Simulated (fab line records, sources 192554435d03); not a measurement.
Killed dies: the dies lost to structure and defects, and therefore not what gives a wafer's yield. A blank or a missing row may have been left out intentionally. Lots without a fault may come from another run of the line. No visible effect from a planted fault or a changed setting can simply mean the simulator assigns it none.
Split-lot study | flow n5-finfet | route with 1938 steps; 7 lots, 21 wafers read

## ABOUT THE SPLIT
At N5_PASSIVATION_PECVD_53 (deposits SiO2 from TEOS/O2, target thk 800 nm, time 169.4 s), the setting temp-c was moved away from the recipe's 400 C on 9 of the 21 wafers read, by -3.0% to +4.4%. This setting was run at the recipe's value on the other wafers.

The reading is taken at the split's own step.

## THE READING
SiO2_of_PASSIVATION_PECVD_53.thk-nm (the simulator's own value, which no gauge read), in nm, at N5_PASSIVATION_PECVD_53 (deposits SiO2 from TEOS/O2, target thk 800 nm, time 169.4 s). The file does not state a usual value for it. Across the 12 wafers here that went through the recipe, the average is 799.2 nm and the standard deviation 10 nm.

wafer  | tool, chamber at the split | temp-c as run, C | against the recipe | SiO2_of_PASSIVATION_PECVD_53.thk-nm, nm | against lot-mates on the recipe
L076.1 | pecvd-02, 1                | 414              | +3.5%              | 726.4                                   | -65.4
L076.2 | pecvd-02, 0                | 400              | recipe             | 791.8                                   | -
L076.5 | pecvd-02, 1                | 414              | +3.5%              | 733.4                                   | -58.4
L080.1 | pecvd-02, 2                | 414.5            | +3.6%              | 714.2                                   | -90.4
L080.3 | pecvd-02, 1                | 414.5            | +3.6%              | 706                                     | -98.6
L080.6 | pecvd-02, 1                | 400              | recipe             | 804.6                                   | -
L089.3 | pecvd-02, 1                | 400              | recipe             | 783.8                                   | -
L089.4 | pecvd-02, 1                | 400              | recipe             | 791.8                                   | -
L089.5 | pecvd-02, 2                | 417.6            | +4.4%              | 709.4                                   | -78.4
L094.1 | pecvd-02, 2                | 400              | recipe             | 790.6                                   | -
L094.2 | pecvd-02, 1                | 388              | -3.0%              | 866.4                                   | +67.7
L094.5 | pecvd-02, 1                | 400              | recipe             | 806.8                                   | -
L091.2 | pecvd-03, 0                | 400              | recipe             | 790.8                                   | -
L091.4 | pecvd-03, 2                | 400              | recipe             | 804.2                                   | -
L091.6 | pecvd-03, 0                | 409.8            | +2.4%              | 760                                     | -37.5
L095.2 | pecvd-01, 0                | 400              | recipe             | 794.8                                   | -
L095.3 | pecvd-01, 2                | 400              | recipe             | 798.2                                   | -
L095.6 | pecvd-01, 0                | 400              | recipe             | 814.6                                   | -
L096.2 | pecvd-02, 1                | 395.4            | -1.2%              | 833.6                                   | +14.8
L096.4 | pecvd-02, 2                | 400              | recipe             | 818.8                                   | -
L096.6 | pecvd-02, 0                | 395.4            | -1.2%              | 837.4                                   | +18.6

THE FIT
A straight line over all 21 wafers: SiO2_of_PASSIVATION_PECVD_53.thk-nm changes by -22.1 nm for each +1% of temp-c; r = -0.97; the points scatter about the line by 10 nm.
The same after taking each lot's own level away (the mean of its wafers on the recipe; 21 wafers): -20.4 nm for each +1%; r = -0.97; scatter 10 nm.
The reading moves by 90 nm for the largest change in temp-c, on that fit.
From 787.80 to 818.80 nm: that is the span of the lots' own levels, equal to 3.0 times the standard deviation above.
Hence the lot-to-lot level has little effect on the slope; both slopes agree.
Check: -93.5 nm against its lot-mates is what the line predicts for one of the wafers moved furthest among these (+4.4%) when that wafer is left out of the fit. Against them it came out at -78.4 nm.

## THESE WAFERS: OTHER SPLITS
These wafers also went through other splits before the reading. Each is held against what the fit with the lots' levels taken away leaves over:
other split on the same wafers    | wafers away from the commonest value | r with SiO2_of_PASSIVATION_PECVD_53.thk-nm (lot level and that fit taken away)
N5_BEOL_M10_ETCH_41 source-w      | 8                                    | -0.19
N5_BEOL_M11_VIA_ETCH_34 time-s    | 5                                    | -0.05
N5_BEOL_M11_ETCH_41 time-s        | 6                                    | -0.24
N5_BEOL_M13_ETCH_67 bias-w        | 6                                    | +0.08
N5_BEOL_M14_TRENCH_ETCH_34 bias-w | 8                                    | -0.40
N5_MIM_BOT_SPUTTER_00 power-w     | 5                                    | +0.39
N5_PASSIVATION_EXPOSE_07 dose-mj  | 5                                    | +0.17

## THE FILE'S OWN FIT
SiO2_of_PASSIVATION_PECVD_53.thk-nm changes by -19.9 nm for each +1% of temp-c, r = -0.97.
